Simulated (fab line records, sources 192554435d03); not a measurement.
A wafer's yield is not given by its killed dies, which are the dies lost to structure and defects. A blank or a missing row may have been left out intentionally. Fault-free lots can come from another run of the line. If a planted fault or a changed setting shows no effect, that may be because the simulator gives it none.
fab line records / flow n5Finfet / part 2 of 2: steps 21 to 25 of 25
record: lots: 5 wafers: 15 lastDay: 18
route steps=1938 shown BEOL_M0_SAQP@696 BEOL_M0_CUTY@701 BEOL_M0@715
lots with no fault: from the same line, run without faults
startH: hours from the record's opening day to when the first of the lot's shown wafers began / waitH: hours elapsed since this lot's preceding step / " identical to the entry in the row above / L1.1+2: several wafers, shown together as one row / - no value, or no start was given / * or withheld: withheld / < > ~ a bound
route shown NAME@n: a module of which the file shows steps, and the number in the route of the first / usual: mean and standard deviation over wafers with no fault / same: alike in all rows / chamber/n: place in a boat / sites: per-site readings / _std_site: standard deviation of those values / _edge_site: outer sites' mean less inner sites' / radiusMm: how far each site lies from the wafer's centre / mask NAME#n: copy n / behind: the tool/chamber that last shaped the wafer / hold: why the lot was held/for how many hours/how that ended / device: transistor that didn't switch, given as n, p or np / end of line: at the end of the route, the tests of the same wafers / a step with no rows: only its recipe / killed: at the first sort, the dies lost to defects and structure; wafer yield is something else / map: the dies of a wafer, with x for killed, . for not killed, _ for no die there
set.NAME: setting as actually run; set.NAME@STEP: the setting as run at that earlier step / model.NAME: the simulator's own value behind a step, which no gauge read
lots seen at some steps along the route; tables by step, rows by wafer
services: the hour from which a tool's chamber was out of use, counted from the record's first day as startH (under 0 if before that day), plus the number of hours and why
== steps ==
step: N5_BEOL_M0_HM_OPEN_105
recipe: chemistry: Cl2/BCl3 targetDepthA: 120 target: TiN ionEnergyEv: 150 pressureMtorr: 10 icpW: 1000 biasW: 126 Cl2_flow_sccm: 53.25 bcl3FlowSccm: 21.75 Ar_flow_sccm: 25
usual: chamberPressureMTorr: 9.999/0.009 drypumpMotorCurrentA: 5.7/0.33 oesProductAu: 0.81/0.12 throttleValvePct: 21.98/0.16
lot.wafer=L077.2 tool=rieMetal-02 chamber=1 startH=131.21 waitH=3.2 chamberPressureMTorr=9.997 drypumpMotorCurrentA=5.7 oesProductAu=0.57 rfHoursCounterH=141 throttleValvePct=22.23
lot.wafer=L077.3 tool=rieMetal-02 chamber=1 startH=131.21 waitH=3.2 chamberPressureMTorr=10.020 drypumpMotorCurrentA=5.7 oesProductAu=0.57 rfHoursCounterH=- throttleValvePct=22.25
lot.wafer=L077.4 tool=rieMetal-02 chamber=0 startH=131.21 waitH=3.2 chamberPressureMTorr=9.996 drypumpMotorCurrentA=5.3 oesProductAu=0.75 rfHoursCounterH=- throttleValvePct=22.21
lot.wafer=L079.1 tool=rieMetal-03 chamber=1 startH=139.74 waitH=1.3 chamberPressureMTorr=10.001 drypumpMotorCurrentA=5.6 oesProductAu=0.91 rfHoursCounterH=4 throttleValvePct=21.84
lot.wafer=L079.5 tool=rieMetal-03 chamber=1 startH=139.74 waitH=1.3 chamberPressureMTorr=10.005 drypumpMotorCurrentA=5.6 oesProductAu=0.91 rfHoursCounterH=- throttleValvePct=21.85
lot.wafer=L079.6 tool=rieMetal-03 chamber=0 startH=139.74 waitH=1.3 chamberPressureMTorr=9.989 drypumpMotorCurrentA=5.5 oesProductAu=0.77 rfHoursCounterH=- throttleValvePct=22.10
lot.wafer=L083.1 tool=rieMetal-01 chamber=0 startH=162.93 waitH=0.2 chamberPressureMTorr=10.007 drypumpMotorCurrentA=6.1 oesProductAu=0.94 rfHoursCounterH=2 throttleValvePct=21.81
lot.wafer=L083.3 tool=rieMetal-01 chamber=1 startH=162.93 waitH=0.2 chamberPressureMTorr=10.013 drypumpMotorCurrentA=6.3 oesProductAu=0.63 rfHoursCounterH=- throttleValvePct=21.88
lot.wafer=L083.4 tool=rieMetal-01 chamber=0 startH=162.93 waitH=0.2 chamberPressureMTorr=10.000 drypumpMotorCurrentA=6.1 oesProductAu=0.94 rfHoursCounterH=- throttleValvePct=21.78
lot.wafer=L087.1 tool=rieMetal-02 chamber=1 startH=194.55 waitH=0.1 chamberPressureMTorr=9.994 drypumpMotorCurrentA=5.7 oesProductAu=0.97 rfHoursCounterH=3 throttleValvePct=21.95
lot.wafer=L087.2 tool=rieMetal-02 chamber=0 startH=194.55 waitH=0.1 chamberPressureMTorr=10.010 drypumpMotorCurrentA=5.3 oesProductAu=0.74 rfHoursCounterH=49 throttleValvePct=22.22
lot.wafer=L087.5 tool=rieMetal-02 chamber=1 startH=194.55 waitH=0.1 chamberPressureMTorr=9.998 drypumpMotorCurrentA=5.7 oesProductAu=0.98 rfHoursCounterH=- throttleValvePct=21.95
lot.wafer=L093.1 tool=rieMetal-01 chamber=1 startH=235.04 waitH=3.8 chamberPressureMTorr=9.987 drypumpMotorCurrentA=6.2 oesProductAu=0.63 rfHoursCounterH=110 throttleValvePct=21.90
lot.wafer=L093.2 tool=rieMetal-01 chamber=0 startH=235.04 waitH=3.8 chamberPressureMTorr=9.988 drypumpMotorCurrentA=6.1 oesProductAu=0.88 rfHoursCounterH=9 throttleValvePct=21.80
lot.wafer=L093.5 tool=rieMetal-01 chamber=1 startH=235.04 waitH=3.8 chamberPressureMTorr=10.002 drypumpMotorCurrentA=6.2 oesProductAu=0.63 rfHoursCounterH=- throttleValvePct=21.90
step: N5_BEOL_M0_STRIP_140
recipe: chemistry: CF4 resist: SiARC powerW: 300 biasPowerW: 75 pressureMtorr: 50 cf4FlowSccm: 150 rfFrequencyHz: 6e+07
usual: chamberPressureMTorr: 50.00/0.063 drypumpMotorCurrentA: 5.8/0.37 oesProductAu: 0.79/0.075 rfVppV: 271.2/1.9 showerheadPlenumPTorr: 1.80/0.062 throttleValvePct: 13.61/0.28
lot.wafer=L077.2 tool=rieDiel-04 chamber=2 startH=131.48 waitH=0.2 chamberPressureMTorr=50.05 drypumpMotorCurrentA=5.6 oesProductAu=0.75 rfHoursCounterH=162 rfVppV=272.3 showerheadPlenumPTorr=1.86 throttleValvePct=13.97
lot.wafer=L077.3 tool=rieDiel-04 chamber=0 startH=131.48 waitH=0.2 chamberPressureMTorr=50.16 drypumpMotorCurrentA=5.5 oesProductAu=0.85 rfHoursCounterH=54 rfVppV=271.2 showerheadPlenumPTorr=1.76 throttleValvePct=13.23
lot.wafer=L077.4 tool=rieDiel-04 chamber=1 startH=131.48 waitH=0.2 chamberPressureMTorr=50.02 drypumpMotorCurrentA=6.2 oesProductAu=0.86 rfHoursCounterH=33 rfVppV=276.0 showerheadPlenumPTorr=1.90 throttleValvePct=13.42
lot.wafer=L079.1 tool=rieDiel-04 chamber=1 startH=140.08 waitH=0.3 chamberPressureMTorr=49.99 drypumpMotorCurrentA=6.2 oesProductAu=0.86 rfHoursCounterH=35 rfVppV=272.2 showerheadPlenumPTorr=1.90 throttleValvePct=13.42
lot.wafer=L079.5 tool=rieDiel-04 chamber=1 startH=140.08 waitH=0.3 chamberPressureMTorr=49.99 drypumpMotorCurrentA=6.2 oesProductAu=0.86 rfHoursCounterH=- rfVppV=273.9 showerheadPlenumPTorr=1.90 throttleValvePct=13.41
lot.wafer=L079.6 tool=rieDiel-04 chamber=2 startH=140.08 waitH=0.3 chamberPressureMTorr=49.99 drypumpMotorCurrentA=5.6 oesProductAu=0.75 rfHoursCounterH=- rfVppV=273.0 showerheadPlenumPTorr=1.86 throttleValvePct=13.97
lot.wafer=L083.1 tool=rieDiel-04 chamber=3 startH=163.10 waitH=0.1 chamberPressureMTorr=50.15 drypumpMotorCurrentA=5.7 oesProductAu=0.85 rfHoursCounterH=33 rfVppV=273.0 showerheadPlenumPTorr=1.90 throttleValvePct=13.56
lot.wafer=L083.3 tool=rieDiel-04 chamber=0 startH=163.10 waitH=0.1 chamberPressureMTorr=49.95 drypumpMotorCurrentA=5.5 oesProductAu=0.84 rfHoursCounterH=66 rfVppV=269.6 showerheadPlenumPTorr=1.75 throttleValvePct=13.23
lot.wafer=L083.4 tool=rieDiel-04 chamber=2 startH=163.10 waitH=0.1 chamberPressureMTorr=49.92 drypumpMotorCurrentA=5.6 oesProductAu=0.75 rfHoursCounterH=- rfVppV=274.0 showerheadPlenumPTorr=1.86 throttleValvePct=13.98
lot.wafer=L087.1 tool=rieDiel-03 chamber=0 startH=194.72 waitH=0.1 chamberPressureMTorr=50.12 drypumpMotorCurrentA=5.1 oesProductAu=0.92 rfHoursCounterH=5 rfVppV=269.7 showerheadPlenumPTorr=1.77 throttleValvePct=13.36
lot.wafer=L087.2 tool=rieDiel-03 chamber=1 startH=194.72 waitH=0.1 chamberPressureMTorr=50.04 drypumpMotorCurrentA=6.3 oesProductAu=0.91 rfHoursCounterH=14 rfVppV=271.0 showerheadPlenumPTorr=1.76 throttleValvePct=13.12
lot.wafer=L087.5 tool=rieDiel-03 chamber=1 startH=194.72 waitH=0.1 chamberPressureMTorr=50.01 drypumpMotorCurrentA=6.3 oesProductAu=0.91 rfHoursCounterH=- rfVppV=271.4 showerheadPlenumPTorr=1.76 throttleValvePct=13.12
lot.wafer=L093.1 tool=rieDiel-01 chamber=0 startH=235.38 waitH=0.3 chamberPressureMTorr=49.94 drypumpMotorCurrentA=6.0 oesProductAu=0.79 rfHoursCounterH=117 rfVppV=268.6 showerheadPlenumPTorr=1.73 throttleValvePct=13.31
lot.wafer=L093.2 tool=rieDiel-01 chamber=3 startH=235.38 waitH=0.3 chamberPressureMTorr=49.97 drypumpMotorCurrentA=5.8 oesProductAu=0.75 rfHoursCounterH=139 rfVppV=269.5 showerheadPlenumPTorr=1.74 throttleValvePct=13.82
lot.wafer=L093.5 tool=rieDiel-01 chamber=2 startH=235.38 waitH=0.3 chamberPressureMTorr=49.93 drypumpMotorCurrentA=6.2 oesProductAu=0.69 rfHoursCounterH=- rfVppV=270.7 showerheadPlenumPTorr=1.77 throttleValvePct=13.60
step: N5_BEOL_M0_STRIP_104
recipe: chemistry: N2/H2 powerW: 450 tempC: 40 pressureMtorr: 20 rfFrequencyHz: 6e+07 overashFraction: 0.3 biasPowerW: 7 h2Frac: 0.5 n2FlowSccm: 200 h2FlowSccm: 200
usual: chamberPressureMTorr: 20.00/0.036 drypumpMotorCurrentA: 5.8/0.38 oesProductAu: 0.80/0.083 rfVppV: 59.3/1.6 showerheadPlenumPTorr: 2.54/0.095 tempC: 39.99/0.11 throttleValvePct: 23.69/0.26
lot.wafer=L077.2 tool=rieDiel-04 chamber=2 startH=131.50 waitH=0.0 chamberPressureMTorr=20.03 drypumpMotorCurrentA=5.6 oesProductAu=0.76 rfHoursCounterH=162 rfVppV=59.6 showerheadPlenumPTorr=2.63 tempC=40.01 throttleValvePct=23.86
lot.wafer=L077.3 tool=rieDiel-04 chamber=0 startH=131.50 waitH=0.0 chamberPressureMTorr=19.97 drypumpMotorCurrentA=5.5 oesProductAu=0.89 rfHoursCounterH=54 rfVppV=60.0 showerheadPlenumPTorr=2.47 tempC=39.97 throttleValvePct=23.25
lot.wafer=L077.4 tool=rieDiel-04 chamber=1 startH=131.50 waitH=0.0 chamberPressureMTorr=20.04 drypumpMotorCurrentA=6.2 oesProductAu=0.87 rfHoursCounterH=33 rfVppV=58.7 showerheadPlenumPTorr=2.70 tempC=40.30 throttleValvePct=23.82
lot.wafer=L079.1 tool=rieDiel-04 chamber=1 startH=140.10 waitH=0.0 chamberPressureMTorr=20.00 drypumpMotorCurrentA=6.2 oesProductAu=0.87 rfHoursCounterH=35 rfVppV=60.8 showerheadPlenumPTorr=2.70 tempC=40.09 throttleValvePct=23.83
lot.wafer=L079.5 tool=rieDiel-04 chamber=1 startH=140.10 waitH=0.0 chamberPressureMTorr=20.00 drypumpMotorCurrentA=6.2 oesProductAu=0.86 rfHoursCounterH=- rfVppV=59.4 showerheadPlenumPTorr=2.70 tempC=40.18 throttleValvePct=23.82
lot.wafer=L079.6 tool=rieDiel-04 chamber=2 startH=140.10 waitH=0.0 chamberPressureMTorr=19.96 drypumpMotorCurrentA=5.6 oesProductAu=0.76 rfHoursCounterH=- rfVppV=61.0 showerheadPlenumPTorr=2.63 tempC=39.94 throttleValvePct=23.89
lot.wafer=L083.1 tool=rieDiel-04 chamber=3 startH=163.12 waitH=0.0 chamberPressureMTorr=20.03 drypumpMotorCurrentA=5.7 oesProductAu=0.85 rfHoursCounterH=33 rfVppV=59.4 showerheadPlenumPTorr=2.69 tempC=40.11 throttleValvePct=23.61
lot.wafer=L083.3 tool=rieDiel-04 chamber=0 startH=163.12 waitH=0.0 chamberPressureMTorr=20.07 drypumpMotorCurrentA=5.5 oesProductAu=0.85 rfHoursCounterH=66 rfVppV=60.6 showerheadPlenumPTorr=2.47 tempC=39.88 throttleValvePct=23.26
lot.wafer=L083.4 tool=rieDiel-04 chamber=2 startH=163.12 waitH=0.0 chamberPressureMTorr=19.94 drypumpMotorCurrentA=5.6 oesProductAu=0.77 rfHoursCounterH=- rfVppV=62.3 showerheadPlenumPTorr=2.63 tempC=40.24 throttleValvePct=23.90
lot.wafer=L087.1 tool=rieDiel-03 chamber=0 startH=194.74 waitH=0.0 chamberPressureMTorr=19.95 drypumpMotorCurrentA=5.1 oesProductAu=0.95 rfHoursCounterH=5 rfVppV=59.2 showerheadPlenumPTorr=2.50 tempC=40.02 throttleValvePct=23.54
lot.wafer=L087.2 tool=rieDiel-03 chamber=1 startH=194.74 waitH=0.0 chamberPressureMTorr=19.97 drypumpMotorCurrentA=6.3 oesProductAu=0.94 rfHoursCounterH=14 rfVppV=59.7 showerheadPlenumPTorr=2.50 tempC=39.94 throttleValvePct=23.26
lot.wafer=L087.5 tool=rieDiel-03 chamber=1 startH=194.74 waitH=0.0 chamberPressureMTorr=20.03 drypumpMotorCurrentA=6.3 oesProductAu=0.94 rfHoursCounterH=- rfVppV=61.6 showerheadPlenumPTorr=2.49 tempC=39.80 throttleValvePct=23.26
lot.wafer=L093.1 tool=rieDiel-01 chamber=0 startH=235.40 waitH=0.0 chamberPressureMTorr=20.01 drypumpMotorCurrentA=6.1 oesProductAu=0.80 rfHoursCounterH=117 rfVppV=61.0 showerheadPlenumPTorr=2.44 tempC=40.11 throttleValvePct=23.50
lot.wafer=L093.2 tool=rieDiel-01 chamber=3 startH=235.40 waitH=0.0 chamberPressureMTorr=20.01 drypumpMotorCurrentA=5.7 oesProductAu=0.77 rfHoursCounterH=139 rfVppV=61.7 showerheadPlenumPTorr=2.44 tempC=39.80 throttleValvePct=23.90
lot.wafer=L093.5 tool=rieDiel-01 chamber=2 startH=235.40 waitH=0.0 chamberPressureMTorr=19.97 drypumpMotorCurrentA=6.2 oesProductAu=0.70 rfHoursCounterH=- rfVppV=58.1 showerheadPlenumPTorr=2.51 tempC=39.86 throttleValvePct=23.64
step: N5_BEOL_M0_WET_ETCH_106
recipe: chemistry: DHF dilution: 10:1 tempC: 25 target: SiO2 targetDepthA: 1300 dry: ipaMarangoni rinseTimeS: 30 rinseTempC: 23
usual: rinseTempC: 23.01/0.12 tempC: 25.01/0.1
lot.wafer=L077.2 tool=wetBench-04 chamber=4 startH=131.57 waitH=- rinseTempC=22.91 tempC=25.12
lot.wafer=L077.3 tool=wetBench-04 chamber=6 startH=131.57 waitH=- rinseTempC=23.05 tempC=25.22
lot.wafer=L077.4 tool=wetBench-04 chamber=3 startH=131.57 waitH=- rinseTempC=23.04 tempC=24.89
lot.wafer=L079.1 tool=wetBench-04 chamber=0 startH=140.18 waitH=- rinseTempC=23.30 tempC=25.13
lot.wafer=L079.5 tool=wetBench-04 chamber=2 startH=140.18 waitH=- rinseTempC=22.90 tempC=24.96
lot.wafer=L079.6 tool=wetBench-04 chamber=6 startH=140.18 waitH=- rinseTempC=23.01 tempC=25.06
lot.wafer=L083.1 tool=wetBench-05 chamber=1 startH=163.19 waitH=- rinseTempC=22.94 tempC=25.09
lot.wafer=L083.3 tool=wetBench-05 chamber=5 startH=163.19 waitH=- rinseTempC=22.98 tempC=24.93
lot.wafer=L083.4 tool=wetBench-05 chamber=6 startH=163.19 waitH=- rinseTempC=23.21 tempC=24.91
lot.wafer=L087.1 tool=wetBench-05 chamber=4 startH=194.84 waitH=- rinseTempC=23.01 tempC=25.07
lot.wafer=L087.2 tool=wetBench-05 chamber=6 startH=194.84 waitH=- rinseTempC=22.89 tempC=25.07
lot.wafer=L087.5 tool=wetBench-05 chamber=5 startH=194.84 waitH=- rinseTempC=22.91 tempC=25.09
lot.wafer=L093.1 tool=wetBench-04 chamber=4 startH=235.47 waitH=- rinseTempC=23.04 tempC=25.00
lot.wafer=L093.2 tool=wetBench-04 chamber=5 startH=235.47 waitH=- rinseTempC=23.08 tempC=24.84
lot.wafer=L093.5 tool=wetBench-04 chamber=1 startH=235.47 waitH=- rinseTempC=23.03 tempC=24.90
step: N5_BEOL_M0_ETCH_128
recipe: chemistry: CF4/N2 targetDepthA: 120 overetchA: 51 target: SiCN timeS: 21.4 ionEnergyEv: 150 pressureMtorr: 40 sourceW: 430 biasW: 70 Ar_flow_sccm: 100 cf4FlowSccm: 60 n2FlowSccm: 60
usual: chamberPressureMTorr: 40.00/0.033 drypumpMotorCurrentA: 5.8/0.39 oesProductAu: 0.54/0.05 rfVppV: 381.9/1.9 showerheadPlenumPTorr: 2.19/0.071 throttleValvePct: 15.46/0.26
same: timeS: 21.4
lot.wafer=L077.2 tool=rieDiel-01 chamber=1 startH=131.69 waitH=0.1 chamberPressureMTorr=40.01 drypumpMotorCurrentA=5.9 oesProductAu=0.48 rfHoursCounterH=214 rfVppV=382.4 showerheadPlenumPTorr=2.18 throttleValvePct=15.51
lot.wafer=L077.3 tool=rieDiel-01 chamber=0 startH=131.69 waitH=0.1 chamberPressureMTorr=39.97 drypumpMotorCurrentA=6.0 oesProductAu=0.57 rfHoursCounterH=82 rfVppV=381.2 showerheadPlenumPTorr=2.14 throttleValvePct=15.05
lot.wafer=L077.4 tool=rieDiel-01 chamber=3 startH=131.69 waitH=0.1 chamberPressureMTorr=39.97 drypumpMotorCurrentA=5.7 oesProductAu=0.55 rfHoursCounterH=104 rfVppV=380.1 showerheadPlenumPTorr=2.14 throttleValvePct=15.56
lot.wafer=L079.1 tool=rieDiel-03 chamber=0 startH=140.43 waitH=0.2 chamberPressureMTorr=40.01 drypumpMotorCurrentA=5.1 oesProductAu=0.47 rfHoursCounterH=251 rfVppV=382.7 showerheadPlenumPTorr=2.17 throttleValvePct=15.73
lot.wafer=L079.5 tool=rieDiel-03 chamber=2 startH=140.43 waitH=0.2 chamberPressureMTorr=39.94 drypumpMotorCurrentA=5.5 oesProductAu=0.55 rfHoursCounterH=- rfVppV=385.4 showerheadPlenumPTorr=2.30 throttleValvePct=15.72
lot.wafer=L079.6 tool=rieDiel-03 chamber=3 startH=140.43 waitH=0.2 chamberPressureMTorr=39.94 drypumpMotorCurrentA=5.9 oesProductAu=0.54 rfHoursCounterH=- rfVppV=379.9 showerheadPlenumPTorr=2.13 throttleValvePct=15.61
lot.wafer=L083.1 tool=rieDiel-01 chamber=3 startH=163.25 waitH=0.0 chamberPressureMTorr=40.01 drypumpMotorCurrentA=5.8 oesProductAu=0.53 rfHoursCounterH=114 rfVppV=379.3 showerheadPlenumPTorr=2.13 throttleValvePct=15.60
lot.wafer=L083.3 tool=rieDiel-01 chamber=0 startH=163.25 waitH=0.0 chamberPressureMTorr=40.01 drypumpMotorCurrentA=6.1 oesProductAu=0.56 rfHoursCounterH=91 rfVppV=380.4 showerheadPlenumPTorr=2.13 throttleValvePct=15.06
lot.wafer=L083.4 tool=rieDiel-01 chamber=2 startH=163.25 waitH=0.0 chamberPressureMTorr=40.04 drypumpMotorCurrentA=6.2 oesProductAu=0.50 rfHoursCounterH=200 rfVppV=382.1 showerheadPlenumPTorr=2.19 throttleValvePct=15.36
lot.wafer=L087.1 tool=rieDiel-03 chamber=3 startH=194.90 waitH=0.0 chamberPressureMTorr=40.04 drypumpMotorCurrentA=5.9 oesProductAu=0.51 rfHoursCounterH=170 rfVppV=379.7 showerheadPlenumPTorr=2.12 throttleValvePct=15.67
lot.wafer=L087.2 tool=rieDiel-03 chamber=2 startH=194.90 waitH=0.0 chamberPressureMTorr=40.01 drypumpMotorCurrentA=5.5 oesProductAu=0.52 rfHoursCounterH=155 rfVppV=384.0 showerheadPlenumPTorr=2.29 throttleValvePct=15.77
lot.wafer=L087.5 tool=rieDiel-03 chamber=0 startH=194.90 waitH=0.0 chamberPressureMTorr=39.99 drypumpMotorCurrentA=5.1 oesProductAu=0.65 rfHoursCounterH=- rfVppV=381.5 showerheadPlenumPTorr=2.17 throttleValvePct=15.24
lot.wafer=L093.1 tool=rieDiel-03 chamber=2 startH=235.53 waitH=0.0 chamberPressureMTorr=39.99 drypumpMotorCurrentA=5.5 oesProductAu=0.52 rfHoursCounterH=163 rfVppV=384.3 showerheadPlenumPTorr=2.29 throttleValvePct=15.80
lot.wafer=L093.2 tool=rieDiel-03 chamber=0 startH=235.53 waitH=0.0 chamberPressureMTorr=40.02 drypumpMotorCurrentA=5.1 oesProductAu=0.61 rfHoursCounterH=21 rfVppV=380.3 showerheadPlenumPTorr=2.16 throttleValvePct=15.27
lot.wafer=L093.5 tool=rieDiel-03 chamber=0 startH=235.53 waitH=0.0 chamberPressureMTorr=40.04 drypumpMotorCurrentA=5.1 oesProductAu=0.62 rfHoursCounterH=- rfVppV=381.6 showerheadPlenumPTorr=2.16 throttleValvePct=15.27
== services ==
tool=rieDiel-06 chamber=3 startH=106.80 hours=1.2 kind=repair
tool=rieMetal-02 chamber=- startH=108.99 hours=2.8 kind=pm
tool=rieDiel-06 chamber=- startH=110.12 hours=0.7 kind=repair
tool=arfiScanner-01 chamber=- startH=111.48 hours=4.9 kind=pm
tool=wetBench-04 chamber=- startH=151.63 hours=1.1 kind=repair
tool=rieDiel-06 chamber=0 startH=151.75 hours=8.8 kind=repair
tool=rieDiel-04 chamber=1 startH=154.12 hours=31.9 kind=repair
tool=arfiScanner-03 chamber=- startH=162.49 hours=0.8 kind=pm
tool=arfiScanner-01 chamber=- startH=162.64 hours=1.0 kind=pm
tool=wetBench-05 chamber=- startH=163.37 hours=1.3 kind=repair
tool=aldSin-04 chamber=- startH=164.71 hours=0.3 kind=repair
tool=arfiScanner-03 chamber=- startH=165.10 hours=1.0 kind=pm
tool=arfiScanner-03 chamber=- startH=166.50 hours=0.8 kind=repair
tool=arfiScanner-03 chamber=- startH=184.67 hours=0.8 kind=pm
tool=rieDiel-06 chamber=1 startH=185.66 hours=1.9 kind=repair
tool=rieDiel-02 chamber=2 startH=186.31 hours=1.2 kind=repair
tool=arfiScanner-03 chamber=- startH=200.36 hours=1.3 kind=pm
tool=rieDiel-01 chamber=1 startH=203.47 hours=7.2 kind=repair
tool=rieDiel-04 chamber=1 startH=209.09 hours=6.8 kind=repair
tool=rieDiel-02 chamber=- startH=211.42 hours=0.1 kind=repair
tool=rieDiel-03 chamber=2 startH=212.85 hours=15.3 kind=repair
tool=rieMetal-02 chamber=- startH=224.83 hours=1.2 kind=repair
tool=wetBench-05 chamber=- startH=231.99 hours=1.9 kind=pm
tool=rieDiel-02 chamber=1 startH=234.79 hours=10.1 kind=repair
